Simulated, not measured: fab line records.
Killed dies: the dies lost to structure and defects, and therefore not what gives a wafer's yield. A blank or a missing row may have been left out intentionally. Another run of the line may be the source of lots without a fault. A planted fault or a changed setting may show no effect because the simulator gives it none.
fab line records -- flow n5_finfet
[record] lots = 6, wafers = 16, last_day = 18
route steps=1938 shown ZERO_LAYER@3 BEOL_M4@1111 PASSIVATION@1936
lots untouched by any fault: they come from a run of this same line in which no faults occurred
start_h: hours from the record's first day to the start of the lot's first wafer shown -- wait_h: time in hours since the lot's previous step -- " repeats the value in the row above -- L1.1+2: a single row standing in for several wafers -- - value missing, or start not given -- * or withheld: withheld -- < > ~ a bound
route shown NAME@n: names a module that has steps shown in the file, with the first one's number in the route -- usual: mean/standard deviation taken from wafers without a fault -- same: alike in all rows -- chamber/n: place in a boat -- sites: the reading at each site -- _std_site: standard deviation of those values -- _edge_site: inner sites' mean taken away from outer sites' mean -- radius_mm: for every site, how far away it sits from the centre of the wafer -- mask NAME#n: copy n -- behind: tool/chamber where the wafer was last shaped -- hold: cause of the lot's hold/its duration in hours/its outcome -- device: whichever transistor did not switch (one of n, p or np) -- end of line: tests of these same wafers at the route's end -- a step given without rows: its recipe and nothing more -- killed: count of dies lost to structure and defects at first sort (not the wafer's yield) -- map: dies across one wafer; x = killed, . = not, _ = none there
set.NAME: setting as actually run; set.NAME@STEP: the setting as run at that earlier step -- model.NAME: the simulator's own value behind a step, which no gauge read
lots seen at some steps along the route; tables by step, rows by wafer
services: the hour from which a tool's chamber was out of use, counted from the record's first day as start_h (under 0 if before that day), plus the number of hours and why
[[steps]]
[step N5_ZERO_LAYER_SRD_01]
[recipe] time_s = 30, temp_c = 23, rinse_liquid = diw, dry = n2_spin, spin_rpm = 1500, dry_time_s = 30
[step N5_ZERO_LAYER_PECVD_02]
[recipe] material = SiO2, target_thk_a = 100, temp_c = 400, precursor = SiH4/N2O, pressure_torr = 0.75, rf_w = 275, time_s = 6
[usual] heater_power_outer_w = 444/52, heater_power_w = 734/66, showerhead_plenum_p_Torr = 8.14/0.091
lot.wafer,tool,chamber,start_h,wait_h,heater_power_outer_w,heater_power_w,showerhead_plenum_p_Torr
L226.3,pecvd-01,0,18.28,0.0,369,649,8.16
L226.4,pecvd-01,1,18.28,0.0,460,723,8.13
L226.5,pecvd-01,2,18.28,0.0,354,624,7.98
L232.3,pecvd-03,1,54.29,0.0,573,857,8.22
L232.4,pecvd-03,0,54.29,0.0,416,683,8.24
L232.6,pecvd-03,2,54.29,0.0,395,698,8.19
L238.1,pecvd-02,1,90.28,0.0,415,723,8.04
L238.3,pecvd-02,0,90.28,0.0,395,650,8.24
L240.2,pecvd-01,1,102.28,0.0,404,661,8.15
L240.5,pecvd-01,1,102.28,0.0,404,639,8.14
L247.1,pecvd-02,0,144.28,0.0,354,598,8.24
L247.4,pecvd-02,2,144.28,0.0,473,841,8.06
L247.6,pecvd-02,1,144.28,0.0,405,724,8.04
L248.2,pecvd-03,2,150.28,0.0,468,785,8.19
L248.3,pecvd-03,0,150.28,0.0,418,697,8.26
L248.6,pecvd-03,2,150.28,0.0,477,801,8.22
[step N5_ZERO_LAYER_HMDS_04]
[recipe] time_s = 60, temp_c = 120
[step N5_ZERO_LAYER_COAT_05]
[recipe] spin_rpm = 1500, resist_thk_nm = 1000
[step N5_ZERO_LAYER_EBR_07]
[recipe] solvent = PGMEA, ebr_width_mm = 1.5
[step N5_ZERO_LAYER_SOFTBAKE_06]
[recipe] temp_c = 100, time_s = 90
[step N5_ZERO_LAYER_EXPOSE_08]
[recipe] mask_id = ZERO, na = 0.55, source_shape = conventional, sigma_outer = 0.8, polarization = unpolarized, defocus_nm = 0, target_cd_nm = 2000, dose_mj = 16.2
[step N5_ZERO_LAYER_PEB_09]
[recipe] peb_temp_c = withheld, peb_time_s = *
[step N5_ZERO_LAYER_DEVELOP_10]
[recipe] develop_time_s = 60, rinse_liquid = diw, dry = air_spin, dev_temp_c = 21
[step N5_ZERO_LAYER_HARDBAKE_23]
[recipe] temp_c = 130, time_s = 120
[step N5_ZERO_LAYER_CD_MEAS_11]
[recipe] target_cd_nm = 2000, landing_energy_ev = 500, detector = se_inlens
[usual] cd_nm = 1999.0/2.9
[same] landing_energy_ev = 500
lot.wafer,tool,chamber,start_h,wait_h,cd_nm
L226.3,cd_sem-01,0,18.77,-,1994.5
L226.4,cd_sem-01,0,18.77,-,1991.8
L226.5,cd_sem-01,0,18.77,-,1997.8
L232.3,cd_sem-01,0,54.65,-,2003.3
L232.4,cd_sem-01,0,54.65,-,1998.6
L232.6,cd_sem-01,0,54.65,-,1997.3
L238.1,cd_sem-03,0,90.64,-,2002.7
L238.3,cd_sem-03,0,90.64,-,2002.6
L240.2,cd_sem-02,0,102.64,-,1997.8
L240.5,cd_sem-02,0,102.64,-,1994.6
L247.1,cd_sem-02,0,144.77,-,1999.2
L247.4,cd_sem-02,0,144.77,-,1998.9
L247.6,cd_sem-02,0,144.77,-,1997.3
L248.2,cd_sem-02,0,150.77,-,1995.2
L248.3,cd_sem-02,0,150.77,-,1996.9
L248.6,cd_sem-02,0,150.77,-,1998.1
[step N5_ZERO_LAYER_DESCUM_16]
[recipe] chemistry = O2, time_s = 7.9, source_power_w = 50, bias_power_w = 20, pressure_mtorr = 20, rf_frequency_hz = 2.712e+07, temp_c = 40, o2_flow_sccm = 225
[usual] drypump_motor_current_A = 5.7/0.62, o2_flow_sccm = 225.0/0.68, oes_product_au = 0.76/0.069, rf_vpp_V = 243.3/1.4, showerhead_plenum_p_Torr = 2.10/0.07, throttle_valve_pct = 20.4/0.37
lot.wafer,tool,chamber,start_h,wait_h,drypump_motor_current_A,o2_flow_sccm,oes_product_au,rf_hours_counter_h,rf_vpp_V,showerhead_plenum_p_Torr,throttle_valve_pct
L226.3,rie_diel-02,1,19.09,0.3,6.6,225.4,0.73,149,244.1,2.18,20.6
L226.4,rie_diel-02,0,19.09,0.3,5.7,225.5,0.74,165,244.0,2.19,21.0
L226.5,rie_diel-02,1,19.09,0.3,6.6,225.6,0.73,-,245.4,2.18,20.5
L232.3,rie_diel-02,0,54.69,0.0,5.8,224.7,0.73,177,245.2,2.19,21.0
L232.4,rie_diel-02,3,54.69,0.0,6.6,224.8,0.96,-,243.0,2.05,19.9
L232.6,rie_diel-02,2,54.69,0.0,4.7,225.9,0.70,-,245.2,2.16,20.7
L238.1,rie_diel-02,2,91.42,0.8,4.7,223.8,0.69,233,244.4,2.16,20.7
L238.3,rie_diel-02,1,91.42,0.8,6.6,224.3,0.72,170,242.6,2.18,20.6
L240.2,rie_diel-02,1,102.68,0.0,6.6,224.5,0.72,175,244.3,2.17,20.6
L240.5,rie_diel-02,1,102.68,0.0,6.6,225.4,0.72,-,245.0,2.17,20.6
L247.1,rie_diel-03,0,144.80,0.0,5.1,225.1,0.70,224,242.5,2.07,20.8
L247.4,rie_diel-03,0,144.80,0.0,5.1,224.6,0.69,-,242.9,2.07,20.8
L247.6,rie_diel-03,1,144.80,0.0,6.3,224.3,0.70,-,244.8,2.15,20.1
L248.2,rie_diel-04,1,150.81,0.0,5.3,223.7,0.85,80,241.0,2.03,20.0
L248.3,rie_diel-04,0,150.81,0.0,5.8,224.8,0.77,123,240.2,1.93,20.4
L248.6,rie_diel-04,0,150.81,0.0,5.9,225.8,0.76,-,240.5,1.93,20.4
[step N5_ZERO_LAYER_ETCH_17]
[recipe] chemistry = CF4, target = SiO2, target_depth_a = 120, time_s = 13.3, ion_energy_ev = 350, pressure_mtorr = 40, source_w = 450, bias_w = 215, Ar_flow_sccm = 100, cf4_flow_sccm = 100
[usual] drypump_motor_current_A = 5.7/0.63, oes_product_au = 0.76/0.069, rf_vpp_V = 949/4.1, showerhead_plenum_p_Torr = 2.15/0.067, throttle_valve_pct = 15.7/0.33
lot.wafer,tool,chamber,start_h,wait_h,drypump_motor_current_A,oes_product_au,rf_hours_counter_h,rf_vpp_V,showerhead_plenum_p_Torr,throttle_valve_pct,model.etch.depth_nm
L226.3,rie_diel-02,1,19.13,0.0,6.6,0.74,149,954,2.22,15.8,11.91
L226.4,rie_diel-02,0,19.13,0.0,5.7,0.73,165,953,2.24,16.2,11.63
L226.5,rie_diel-02,1,19.13,0.0,6.6,0.73,-,953,2.22,15.8,11.9
L232.3,rie_diel-02,0,54.72,0.0,5.7,0.73,177,954,2.23,16.2,11.66
L232.4,rie_diel-02,3,54.72,0.0,6.6,0.97,-,947,2.11,15.2,12.21
L232.6,rie_diel-02,2,54.72,0.0,4.7,0.70,-,952,2.22,15.9,11.95
L238.1,rie_diel-02,2,91.45,0.0,4.6,0.70,233,952,2.21,16.0,12.13
L238.3,rie_diel-02,1,91.45,0.0,6.6,0.86,170,954,2.21,15.8,15.5
L240.2,rie_diel-02,1,102.71,0.0,6.6,0.85,175,953,2.21,15.8,15.47
L240.5,rie_diel-02,1,102.71,0.0,6.6,0.71,-,952,2.21,15.8,11.86
L247.1,rie_diel-03,0,144.86,0.0,5.1,0.69,224,946,2.13,16.0,11.7
L247.4,rie_diel-03,0,144.86,0.0,5.1,0.70,-,946,2.13,16.0,11.68
L247.6,rie_diel-03,1,144.86,0.0,6.3,0.71,-,953,2.20,15.4,11.87
L248.2,rie_diel-04,1,150.84,0.0,5.3,0.83,80,944,2.07,15.3,11.99
L248.3,rie_diel-04,0,150.84,0.0,5.9,0.76,123,938,1.98,15.6,11.95
L248.6,rie_diel-04,0,150.84,0.0,5.9,0.76,-,939,1.98,15.6,11.91
[step N5_ZERO_LAYER_ETCH_18]
[recipe] chemistry = HBr/Cl2, target = Si, target_depth_a = 1200, time_s = 40, pressure_mtorr = 10, icp_w = 800, bias_w = 75, HBr_flow_sccm = 150, Cl2_flow_sccm = 80
[usual] drypump_motor_current_A = 5.7/0.36, oes_product_au = 1.002/0.019, throttle_valve_pct = 36.5/0.36
lot.wafer,tool,chamber,start_h,wait_h,drypump_motor_current_A,oes_product_au,rf_hours_counter_h,throttle_valve_pct
L226.3,rie_si-03,3,19.21,0.1,6.1,1.016,7,36.7
L226.4,rie_si-03,1,19.21,0.1,6.1,0.971,168,36.9
L226.5,rie_si-03,2,19.21,0.1,5.3,1.018,-,36.4
L232.3,rie_si-03,3,54.79,0.0,6.1,1.015,8,36.7
L232.4,rie_si-03,2,54.79,0.0,5.3,1.017,52,36.4
L232.6,rie_si-03,3,54.79,0.0,6.2,1.006,-,36.7
L238.1,rie_si-03,2,91.52,0.0,5.3,1.018,53,36.4
L238.3,rie_si-03,3,91.52,0.0,6.1,1.012,8,36.7
L240.2,rie_si-05,3,102.79,0.0,5.3,1.021,61,36.0
L240.5,rie_si-05,0,102.79,0.0,5.4,0.966,-,36.2
L247.1,rie_si-02,2,144.96,0.1,5.5,0.981,129,36.4
L247.4,rie_si-02,3,144.96,0.1,5.3,1.005,33,36.1
L247.6,rie_si-02,2,144.96,0.1,5.4,0.979,-,36.4
L248.2,rie_si-03,1,150.92,0.0,6.1,0.963,171,36.9
L248.3,rie_si-03,3,150.92,0.0,6.1,1.005,9,36.7
L248.6,rie_si-03,0,150.92,0.0,6.0,0.997,-,36.9
[step N5_BEOL_M4_RC_MEAS_101]
[usual] DIBL_N = 36.5/2, DIBL_P = 36.5/2.3, IOFF_N = 0.16/0.036, IOFF_P = 0.21/0.037, ION_N = 672/12, ION_P = 459/7.1, SS_N = 71.6/0.73, SS_P = 73.4/0.76, VT_N = 250/3.3, VT_P = -250.5/2.9
lot.wafer,tool,chamber,start_h,wait_h,DIBL_N[mV/V],DIBL_P[mV/V],IOFF_N[nA/um],IOFF_P[nA/um],ION_N[uA/um],ION_P[uA/um],SS_N[mV/dec],SS_P[mV/dec],VT_N[mV],VT_P[mV]
L226.3,prober-02,0,191.62,0.3,37.8,37.4,0.17,0.22,670,462,72.0,73.3,249,-250.0
L226.4,prober-02,0,191.62,0.3,38.3,39.8,0.19,0.26,678,469,71.3,73.4,247,-245.9
L226.5,prober-02,0,191.62,0.3,39.0,38.9,0.21,0.24,684,465,71.8,73.2,246,-249.6
L232.3,prober-01,0,223.63,0.3,32.9,33.1,0.10,0.15,651,450,70.4,72.3,255,-253.9
L232.4,prober-01,0,223.63,0.3,38.1,38.9,0.19,0.24,676,461,72.7,73.7,248,-247.5
L232.6,prober-01,0,223.63,0.3,35.0,34.4,0.13,0.17,664,453,71.4,73.5,254,-252.8
L238.1,prober-01,0,259.25,0.0,38.0,39.0,0.22,0.24,690,463,72.4,74.0,246,-248.6
L238.3,prober-01,0,259.25,0.0,35.1,36.7,0.16,0.21,676,462,71.2,73.1,249,-248.9
L240.2,prober-01,0,263.44,0.2,35.1,37.3,0.15,0.19,672,458,71.6,73.6,249,-253.4
L240.5,prober-01,0,263.44,0.2,35.8,37.3,0.15,0.18,661,446,71.5,72.8,252,-254.1
L247.1,prober-01,0,309.25,0.0,37.3,40.0,0.21,0.28,689,471,71.6,74.9,245,-244.4
L247.4,prober-01,0,309.25,0.0,38.8,39.3,0.26,0.27,668,460,73.0,74.5,246,-246.3
L247.6,prober-01,0,309.25,0.0,36.9,38.2,0.20,0.26,683,466,71.9,73.5,247,-247.0
L248.2,prober-01,0,332.22,0.2,41.1,42.9,0.27,0.25,704,461,72.7,75.0,245,-252.2
L248.3,prober-01,0,332.22,0.2,35.5,37.8,0.14,0.19,664,454,71.2,73.7,253,-253.2
L248.6,prober-01,0,332.22,0.2,36.7,38.2,0.16,0.19,677,455,71.6,74.5,251,-254.5
[step N5_PASSIVATION_PROBE_49]
[usual] defect_limited_yield = 91.4/1.4, killed_at_M0_to_M3 = 33/11, killed_at_M4_up = 13/5.3, killed_at_contacts = 13/6.1, killed_at_front_end = 40/11, killed_at_other = 2.9/2.7, killed_dies = 102/17, killed_open = 68/13, killed_short = 32/7.5, sort_bin_4_leakage = 0.00/0.022, sort_bin_5_function = 5.1/0.98, sort_bin_6_memory = 3.2/0.69, sort_n_pass = 1077/21, sort_yield_pct = 91.3/1.7
[same] gross_dies = 1180, killed_at_back_side = 0, sort_bin_8_speed[%] = 0
lot.wafer,tool,chamber,start_h,wait_h,defect_limited_yield[%],killed_at_M0_to_M3,killed_at_M4_up,killed_at_contacts,killed_at_front_end,killed_at_other,killed_dies,killed_open,killed_short,sort_bin_4_leakage[%],sort_bin_5_function[%],sort_bin_6_memory[%],sort_n_pass,sort_yield_pct[%]
L226.3,prober-02,-,309.17,0.1,91.4,37,18,6,37,4,102,71,29,0,5.0,3.3,1078,91.4
L226.4,prober-02,-,309.22,0.2,92.9,32,8,10,32,2,84,59,23,0,3.8,3.0,1096,92.9
L226.5,prober-02,-,309.27,0.2,90.7,39,25,8,37,1,110,84,25,0,5.3,3.8,1070,90.7
L232.3,prober-02,-,340.63,0.1,91.4,48,7,4,41,1,101,61,37,0,5.7,2.6,1079,91.4
L232.4,prober-02,-,340.68,0.2,88.6,44,17,19,53,2,135,86,47,0,7.0,3.9,1045,88.6
L232.6,prober-02,-,340.78,0.3,89.7,49,21,12,35,5,122,75,45,0,6.3,3.8,1058,89.7
L238.1,prober-01,-,373.92,0.0,92.7,19,12,12,43,0,86,64,21,0,3.8,3.1,1094,92.7
L238.3,prober-01,-,374.02,0.1,90.9,35,19,13,34,6,107,81,23,0,5.5,3.4,1073,90.9
L240.2,prober-02,-,391.87,0.1,91.7,30,15,9,37,7,98,75,22,0,4.7,3.5,1082,91.7
L240.5,prober-02,-,392.02,0.2,88.2,55,17,9,46,12,139,87,51,0,6.3,4.8,1041,88.2
L247.1,prober-02,-,419.58,0.0,91.0,13,24,9,51,9,106,76,29,0,5.6,3.1,1074,91.0
L247.4,prober-02,-,419.73,0.2,91.1,24,21,11,43,6,105,62,40,0,4.7,3.6,1075,91.1
L247.6,prober-02,-,419.83,0.3,90.9,29,22,9,43,4,107,76,29,0,5.8,3.1,1073,90.9
// killed by level:class
L226.3 DUMMY_GATE:geometric_particle:open=9 BEOL_M2:geometric_particle:open=9 BEOL_M4:geometric_particle:open=9 BEOL_M0_SAQP:geometric_particle:short=6 MOL_CONTACT_COAG:geometric_particle:open=6 BEOL_M1:geometric_particle:open=6 BEOL_M3:geometric_particle:open=6 STI_FIN_REVEAL:geometric_particle:open=5
L226.4 MOL_CONTACT_COAG:geometric_particle:open=9 BEOL_M1:geometric_particle:open=7 BEOL_M0_SAQP:geometric_particle:short=6 BEOL_M3:geometric_particle:open=6 GATE_CUT:geometric_particle:short=5 GATE_CUT:geometric_particle:open=5 BEOL_M4:geometric_particle:open=5 FIN_SAQP:geometric_particle:open=4
L226.5 BEOL_M4:geometric_particle:open=19 DUMMY_GATE:geometric_particle:open=13 BEOL_M1:geometric_particle:open=9 STI_FIN_REVEAL:geometric_particle:open=8 MOL_CONTACT_COAG:geometric_particle:open=8 BEOL_M0_SAQP:geometric_particle:short=7 STARTING-WAFER:geometric_particle:open=6 BEOL_M3:geometric_particle:open=5
L232.3 BEOL_M0_SAQP:geometric_particle:open=14 STI_FIN_REVEAL:geometric_particle:open=9 BEOL_M1:geometric_particle:open=8 BEOL_M3:geometric_particle:open=8 GATE_CUT:geometric_particle:short=7 BEOL_M0_SAQP:geometric_particle:short=7 FIN_SAQP:geometric_particle:open=6 FIN_SAQP:geometric_particle:short=6
L232.4 MOL_CONTACT_COAG:geometric_particle:open=15 BEOL_M2:geometric_particle:open=14 STI_FIN_REVEAL:geometric_particle:open=12 FIN_SAQP:geometric_particle:open=11 FIN_SAQP:geometric_particle:short=10 BEOL_M0_SAQP:geometric_particle:short=9 BEOL_M0_SAQP:geometric_particle:open=9 BEOL_M4:geometric_particle:open=7
L232.6 BEOL_M0_SAQP:geometric_particle:short=14 BEOL_M4:geometric_particle:open=12 BEOL_M2:geometric_particle:open=10 MOL_CONTACT_COAG:geometric_particle:open=9 BEOL_M0_SAQP:geometric_particle:open=9 FIN_SAQP:geometric_particle:open=7 FIN_SAQP:geometric_particle:short=6 BEOL_M2:geometric_particle:short=6
L238.1 MOL_CONTACT_COAG:geometric_particle:open=11 FIN_SAQP:geometric_particle:open=10 ILD0:geometric_particle:open=10 BEOL_M3:geometric_particle:open=7 STI_FIN_REVEAL:geometric_particle:open=6 FIN_SAQP:geometric_particle:short=5 BEOL_M0_SAQP:geometric_particle:short=5 DUMMY_GATE:geometric_particle:open=4
L238.3 FIN_SAQP:geometric_particle:open=15 BEOL_M3:geometric_particle:open=12 MOL_CONTACT_COAG:geometric_particle:open=12 BEOL_M4:geometric_particle:open=8 BEOL_M2:geometric_particle:open=6 FIN_SAQP:geometric_particle:short=4 BEOL_M0_SAQP:geometric_particle:open=4 BEOL_M1:geometric_particle:open=4
L240.2 BEOL_M3:geometric_particle:open=10 MOL_CONTACT_COAG:geometric_particle:open=9 STI_FIN_REVEAL:geometric_particle:open=8 BEOL_M0_SAQP:geometric_particle:open=7 BEOL_M2:geometric_particle:open=6 FIN_SAQP:geometric_particle:open=5 DUMMY_GATE:geometric_particle:open=5 MIM_TOP_ETCH:geometric_particle:short=5
L240.5 BEOL_M0_SAQP:geometric_particle:short=13 BEOL_M1:geometric_particle:open=13 BEOL_M3:geometric_particle:open=9 MOL_CONTACT_COAG:geometric_particle:open=8 BEOL_M0_SAQP:geometric_particle:open=8 FIN_SAQP:geometric_particle:short=7 STARTING-WAFER:geometric_particle:open=7 FIN_SAQP:geometric_particle:open=6
L247.1 STI_FIN_REVEAL:geometric_particle:open=15 BEOL_M4:geometric_particle:open=14 FIN_SAQP:geometric_particle:open=13 FIN_SAQP:geometric_particle:short=10 MOL_CONTACT_COAG:geometric_particle:open=7 STARTING-WAFER:geometric_particle:open=5 BEOL_M0:geometric_particle:open=4 BEOL_M3:geometric_particle:open=4
L247.4 FIN_SAQP:geometric_particle:open=10 FIN_SAQP:geometric_particle:short=10 GATE_CUT:geometric_particle:short=8 BEOL_M0_SAQP:geometric_particle:open=7 MOL_CONTACT_COAG:geometric_particle:short=6 BEOL_M0:geometric_particle:open=6 BEOL_M4:geometric_particle:open=6 MOL_CONTACT_COAG:geometric_particle:open=5
L247.6 FIN_SAQP:geometric_particle:open=12 FIN_SAQP:geometric_particle:short=10 BEOL_M4:geometric_particle:open=10 MOL_CONTACT_COAG:geometric_particle:open=8 BEOL_M1:geometric_particle:open=7 BEOL_M0:geometric_particle:open=6 GATE_CUT:geometric_particle:short=5 STI_FIN_REVEAL:geometric_particle:open=5
[[services]]
tool,chamber,start_h,hours,kind
rie_diel-04,0,-3.26,10.6,repair
rie_si-02,1,3.22,4.5,repair
rie_diel-02,-,7.21,1.1,repair
pecvd-02,-,10.60,1.0,repair
pecvd-03,-,11.64,2.2,repair
rie_diel-02,3,23.92,-,clean
rie_diel-02,3,23.92,-,consumable_replace:focus_ring
rie_diel-02,3,23.92,15.6,scheduled_down
rie_diel-02,3,23.92,15.6,vent_cycle
rie_diel-04,0,37.92,4.8,repair
pecvd-03,-,48.18,0.8,repair
rie_diel-02,1,53.32,16.7,repair
rie_diel-03,3,64.95,12.8,repair
rie_diel-03,1,65.00,11.8,repair
rie_diel-04,-,79.77,28.1,pm
pecvd-02,-,91.39,1.7,repair
rie_si-03,-,110.53,2.8,pm
rie_si-03,0,129.17,-,clean
rie_diel-03,3,133.54,12.3,repair
rie_diel-02,2,139.95,-,clean
rie_diel-02,2,139.95,-,consumable_replace:focus_ring
rie_diel-02,2,139.95,34.7,scheduled_down
rie_diel-02,2,139.95,34.7,vent_cycle
rie_diel-03,2,143.43,10.1,repair
[[key]]
first_sign none at tools or gauges
[model_effect] step = N5_ZERO_LAYER_ETCH_17, value = etch.depth_nm, without = 11.79, struck = 15.48
met_at N5_ZERO_LAYER_ETCH_17
struck_wafers L238.3,L240.2
onset_between 54.72 91.45
[fault] kind = process_parameter_drift, tool = rie_diel-02, chamber = -, onset_h = 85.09, steps = N5_ZERO_LAYER_ETCH_17, channel = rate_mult, offset = 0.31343, shape = step, end_h = 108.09, scope = struck_wafers_only
